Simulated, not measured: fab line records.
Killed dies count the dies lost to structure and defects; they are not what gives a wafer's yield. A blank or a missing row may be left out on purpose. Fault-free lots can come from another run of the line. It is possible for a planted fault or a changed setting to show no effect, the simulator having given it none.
fab line records -- flow nand_harc
[record] lots = 5, wafers = 15, last_day = 30
route steps=1302 shown P_M1@305
lots that met no fault: from a run of the same line without faults
start_h: hours from the record's first day to the start of the lot's first wafer shown -- wait_h: hours since the lot's step before -- " identical to the entry in the row above -- L1.1+2: several wafers, shown together as one row -- - no value, or no start was given -- * or withheld: withheld -- < > ~ a bound
route shown NAME@n: names a module that has steps shown in the file, with the first one's number in the route -- usual: the fault-free wafers' mean and standard deviation -- same: alike in all rows -- chamber/n: place in a boat -- sites: readings site by site -- _std_site: how widely they spread, as a standard deviation -- _edge_site: mean of outer sites minus mean of inner sites -- radius_mm: for every site, how far away it sits from the centre of the wafer -- mask NAME#n: copy n -- behind: the last tool/chamber to shape the wafer -- hold: reason for holding the lot/hours on hold/outcome of the hold -- device: the n, p or np transistor that did not switch -- end of line: the route-end tests of the same wafers -- where a step has no rows: the recipe by itself -- killed: dies lost to structure and defects at the first sort, not the wafer's yield -- map: a wafer's dies, x killed, . not, _ none there
set.NAME: the setting the step ran with; set.NAME@STEP: the setting that earlier step ran with -- model.NAME: the simulator's own value behind a step, which no gauge read
certain route steps with their lots: each step a table, each wafer a row
services: from which hour (start_h, from the record's first day; less than 0 if before it) a tool's chamber was out of use, for how many hours, and why
[[steps]]
[step NHARC_P_M1_DEGAS_29]
[recipe] temp_c = 250, time_s = 60
[usual] heater_power_w = 335/35
lot.wafer,tool,chamber,start_h,wait_h,heater_power_w
L075.4,pvd_sputter-01,-,142.11,-,338
L075.1,pvd_sputter-01,-,142.11,-,268
L075.6,pvd_sputter-01,-,142.11,-,339
L084.4,pvd_sputter-01,-,217.95,-,327
L084.2,pvd_sputter-01,-,217.95,-,337
L084.6,pvd_sputter-01,-,217.95,-,310
L088.3,pvd_sputter-02,-,270.43,-,314
L088.2,pvd_sputter-02,-,270.43,-,325
L088.5,pvd_sputter-02,-,270.43,-,314
L089.1,pvd_sputter-03,-,271.52,-,296
L089.4,pvd_sputter-03,-,271.52,-,334
L089.5,pvd_sputter-03,-,271.52,-,344
L091.4,pvd_sputter-03,-,293.45,-,413
L091.5,pvd_sputter-03,-,293.45,-,365
L091.6,pvd_sputter-03,-,293.45,-,357
[step NHARC_P_M1_PRE_CLEAN_30]
[recipe] time_s = 30, temp_c = 280, gas = H2/He
[usual] heater_power_w = 414/45
lot.wafer,tool,chamber,start_h,wait_h,heater_power_w
L075.4,pvd_sputter-01,-,-,-,375
L075.1,pvd_sputter-01,-,-,-,335
L075.6,pvd_sputter-01,-,-,-,377
L084.4,pvd_sputter-01,-,-,-,337
L084.2,pvd_sputter-01,-,-,-,414
L084.6,pvd_sputter-01,-,-,-,332
L088.2,pvd_sputter-02,-,-,-,391
L088.3,pvd_sputter-02,-,-,-,389
L088.5,pvd_sputter-02,-,-,-,398
L089.1,pvd_sputter-03,-,-,-,377
L089.4,pvd_sputter-03,-,-,-,435
L089.5,pvd_sputter-03,-,-,-,372
L091.4,pvd_sputter-03,-,-,-,372
L091.6,pvd_sputter-03,-,-,-,432
L091.5,pvd_sputter-03,-,-,-,413
[step NHARC_P_M1_PVD_20]
[recipe] target_thk_a = 50, bias_v = 168.6, power_w = 15000, chamber_pressure_pa = 0.12, time_s = 8.06, substrate_temp_c = 50, material = TaN
[usual] chamber_pressure_pa = 0.12/0.00023, throttle_valve_pct = 29.3/1.1
lot.wafer,tool,chamber,start_h,wait_h,chamber_pressure_pa,throttle_valve_pct
L075.4,pvd_sputter-01,-,-,-,0.11992,30.3
L075.1,pvd_sputter-01,-,-,-,0.12003,29.4
L075.6,pvd_sputter-01,-,-,-,0.11993,30.2
L084.2,pvd_sputter-01,-,-,-,0.12029,29.4
L084.4,pvd_sputter-01,-,-,-,0.12013,29.2
L084.6,pvd_sputter-01,-,-,-,0.11996,29.0
L088.2,pvd_sputter-02,-,-,-,0.11995,30.5
L088.3,pvd_sputter-02,-,-,-,0.11995,30.1
L088.5,pvd_sputter-02,-,-,-,0.12009,27.7
L089.1,pvd_sputter-03,-,-,-,0.11988,27.6
L089.4,pvd_sputter-03,-,-,-,0.12005,28.8
L089.5,pvd_sputter-03,-,-,-,0.11996,28.7
L091.4,pvd_sputter-03,-,-,-,0.12036,29.3
L091.6,pvd_sputter-03,-,-,-,0.12,29.5
L091.5,pvd_sputter-03,-,-,-,0.11997,27.8
[step NHARC_P_M1_PVD_21]
[recipe] target_thk_a = 300, chamber_pressure_pa = 5, power_w = 5000, substrate_temp_c = 30, time_s = 20.49, material = Cu
[usual] chamber_pressure_pa = 5.000/0.01, throttle_valve_pct = 29.4/1.1
lot.wafer,tool,chamber,start_h,wait_h,chamber_pressure_pa,throttle_valve_pct
L075.1,pvd_sputter-01,-,-,-,4.987,30.4
L075.4,pvd_sputter-01,-,-,-,5.012,29.6
L075.6,pvd_sputter-01,-,-,-,4.996,29.0
L084.4,pvd_sputter-01,-,-,-,5.017,29.4
L084.2,pvd_sputter-01,-,-,-,5.006,30.4
L084.6,pvd_sputter-01,-,-,-,5.002,29.4
L088.3,pvd_sputter-02,-,-,-,5.005,30.4
L088.2,pvd_sputter-02,-,-,-,4.977,27.8
L088.5,pvd_sputter-02,-,-,-,5.018,30.3
L089.1,pvd_sputter-03,-,-,-,4.997,28.1
L089.4,pvd_sputter-03,-,-,-,4.997,29.3
L089.5,pvd_sputter-03,-,-,-,5.014,28.6
L091.4,pvd_sputter-03,-,-,-,4.987,28.0
L091.6,pvd_sputter-03,-,-,-,5.002,28.6
L091.5,pvd_sputter-03,-,-,-,5.001,28.3
[step NHARC_P_M1_ECD_22]
[recipe] target_thk_a = 4000, bath_temp_c = 25, material = Cu
lot.wafer,tool,chamber,start_h,wait_h
L075.1+4+6,ecd_cu-02,"1,0,1",142.47,-
L084.2+4+6,ecd_cu-02,"1,1,0",218.35,-
L088.2+3+5,ecd_cu-02,"1,0,1",270.86,-
L089.1+4+5,ecd_cu-01,"0,1,1",271.93,-
L091.4+6+5,ecd_cu-02,"1,1,0",293.90,-
[step NHARC_P_M1_ANNEAL_31]
[recipe] temp_c = 225, time_s = 90
[usual] anneal_temp_c_max = 226.4/0.44, wafer_temp_C_max = 226.00/0.26
lot.wafer,tool,chamber,start_h,wait_h,anneal_temp_c_max,wafer_temp_C_max
L075.1,rtp_anneal-01,0,142.84,-,226.9,225.95
L075.4,rtp_anneal-01,0,142.84,-,226.8,226.19
L075.6,rtp_anneal-01,0,142.84,-,226.3,226.82
L084.2,rtp_anneal-02,0,218.72,0.3,226.1,225.94
L084.4,rtp_anneal-02,0,218.72,0.3,226.2,226.16
L084.6,rtp_anneal-02,0,218.72,0.3,226.3,225.93
L088.2,rtp_anneal-01,0,271.24,-,226.4,226.18
L088.3,rtp_anneal-01,0,271.24,-,226.8,226.14
L088.5,rtp_anneal-01,0,271.24,-,226.3,225.71
L089.1,rtp_anneal-01,0,272.26,0.3,226.1,225.83
L089.4,rtp_anneal-01,0,272.26,0.3,226.9,226.02
L089.5,rtp_anneal-01,0,272.26,0.3,226.4,226.19
L091.4,rtp_anneal-02,0,294.33,-,226.0,226.07
L091.5,rtp_anneal-02,0,294.33,-,226.0,225.91
L091.6,rtp_anneal-02,0,294.33,-,226.5,225.97
[step NHARC_P_M1_CMP_23]
[recipe] t_overpolish_s = 20, target_thk_nm = 157.82
[usual] motor_current_A = 11.8/0.95, time_to_endpoint_s = 29.1/2.4
[same] t_overpolish_s = 20
lot.wafer,tool,chamber,start_h,wait_h,motor_current_A,time_to_endpoint_s
L075.1,cmp-02,1,143.18,-,12.4,23.9
L075.4,cmp-02,2,143.18,-,10.7,24.4
L075.6,cmp-02,1,143.18,-,12.4,26.4
L084.4,cmp-02,3,219.07,-,12.5,30.6
L084.2,cmp-02,0,219.07,-,11.5,32.1
L084.6,cmp-02,2,219.07,-,10.6,28.7
L088.2,cmp-02,2,271.56,-,10.4,27.2
L088.3,cmp-02,0,271.56,-,11.5,28.3
L088.5,cmp-02,1,271.56,-,12.6,25.6
L089.4,cmp-03,1,272.64,-,12.5,29.0
L089.1,cmp-03,2,272.64,-,10.4,32.4
L089.5,cmp-03,0,272.64,-,14.2,31.5
L091.4,cmp-02,0,294.61,-,11.4,30.7
L091.6,cmp-02,1,294.61,-,12.7,27.8
L091.5,cmp-02,2,294.61,-,10.8,30.0
[step NHARC_P_M1_THK_MEAS_24]
[recipe] thk_meas_gauge = xrf
[usual] thk_nm = 158.1/1.4
lot.wafer,tool,chamber,start_h,wait_h,thk_nm
L075.1,film_metro-02,-,143.50,-,156.5
L075.4,film_metro-02,-,143.50,-,158.5
L075.6,film_metro-02,-,143.50,-,157.4
L084.2,film_metro-02,-,219.34,-,161.4
L084.4,film_metro-02,-,219.34,-,160.2
L084.6,film_metro-02,-,219.34,-,158.6
L088.2,film_metro-01,-,271.85,-,157.8
L088.3,film_metro-01,-,271.85,-,158.6
L088.5,film_metro-01,-,271.85,-,158.8
L089.1,film_metro-01,-,272.92,-,159.5
L089.4,film_metro-01,-,272.92,-,158.3
L089.5,film_metro-01,-,272.92,-,158.2
L091.4,film_metro-02,-,294.84,-,156.0
L091.5,film_metro-02,-,294.84,-,156.3
L091.6,film_metro-02,-,294.84,-,156.8
[step NHARC_P_M1_SRD_25]
lot.wafer,tool,chamber,start_h,wait_h
L075.1+6+4,wet_bench-10,"1,2,6",143.54,0.0
L084.6+2+4,wet_bench-10,"2,4,6",219.38,0.0
L088.3+2+5,wet_bench-10,"6,7,1",271.89,0.0
L089.1+5+4,wet_bench-08,"5,6,0",272.97,0.0
L091.4+6+5,wet_bench-10,"2,3,6",294.88,0.0
[[services]]
tool,chamber,start_h,hours,kind
wet_bench-08,-,118.40,8.0,pm
cmp-03,-,121.59,2.5,repair
ecd_cu-02,-,129.62,1.1,repair
wet_bench-10,-,135.20,8.0,pm
cmp-02,-,143.70,4.0,pm
ecd_cu-02,-,156.15,2.3,repair
ecd_cu-01,-,160.00,8.0,pm
cmp-03,-,162.00,4.0,pm
cmp-02,-,164.04,0.3,repair
ecd_cu-01,-,168.37,2.0,repair
pvd_sputter-03,-,170.00,10.0,pm
cmp-02,-,180.32,0.3,repair
pvd_sputter-01,-,226.05,10.0,pm
cmp-03,-,228.83,4.4,repair
cmp-02,-,241.70,4.0,pm
ecd_cu-02,-,244.25,8.0,pm
pvd_sputter-02,-,249.50,0.5,repair
cmp-03,-,256.67,1.6,repair
cmp-03,-,260.00,4.0,pm
ecd_cu-02,-,263.24,1.3,repair
ecd_cu-02,-,266.63,0.9,repair
pvd_sputter-02,-,282.01,10.0,pm
cmp-03,-,282.58,1.6,repair
wet_bench-08,-,294.40,8.0,pm
[[key]]
fault none
